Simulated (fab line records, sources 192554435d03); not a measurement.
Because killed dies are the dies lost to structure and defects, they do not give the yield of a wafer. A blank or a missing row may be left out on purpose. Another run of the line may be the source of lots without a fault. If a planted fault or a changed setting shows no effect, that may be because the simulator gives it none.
Matching of chambers -- flow n5-finfet -- ald-metal-04 running N5_BEOL_M11_ALD_74: 4 sister chambers
The step deposits TaN, target thk 2 nm, pulse time 2 s, purge time 3 s. 8 wafers are shown with their chamber, then 7 later ones without.

WAFERS PAIRED WITH THEIR CHAMBERS
wafer,chamber,heater-power-w (W),chamber-pressure-Torr (Torr)
L083.1,1,439,2.987
L084.1,3,424,3.002
L084.6,2,466,3.005
L088.2,3,425,2.996
L088.3,2,468,2.992
L088.6,0,387,3.008
L091.1,1,440,3.001
L091.3,0,386,3.005

WAFERS WITHOUT THEIR CHAMBER
wafer,heater-power-w (W),chamber-pressure-Torr (Torr)
L091.4,432,2.999
L093.1,464,2.995
L093.4,444,3.007
L093.5,425,2.991
L095.1,422,3.001
L095.3,475,3.012
L095.4,425,2.999

WHICH CHAMBER EACH ONE RAN IN
wafer,from the rows above,in truth
L091.4,can't be placed: 3 or 1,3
L093.1,2,2
L093.4,1,1
L093.5,3,3
L095.1,3,3
L095.3,2,2
L095.4,3,3
Correctly placed: 6 of 7. From these rows, 1 cannot be placed; in 1 the true chamber is one of the candidates. Number placed wrongly: 0.
How it was worked out, from the rows above alone: a wafer's distance from a chamber is the root of the sum, over the readings, of the square of ((its reading less the chamber's mean) divided by the reading's scatter). The wafer belongs to the nearest chamber; if the next one is less than 2 further off, it can't be placed. For every chamber, the mean is computed from those of its wafers that are shown. The scatter is the square root of a quotient: the sum, over the shown wafers, of each reading's squared deviation from its chamber's mean, divided by wafers minus chambers.
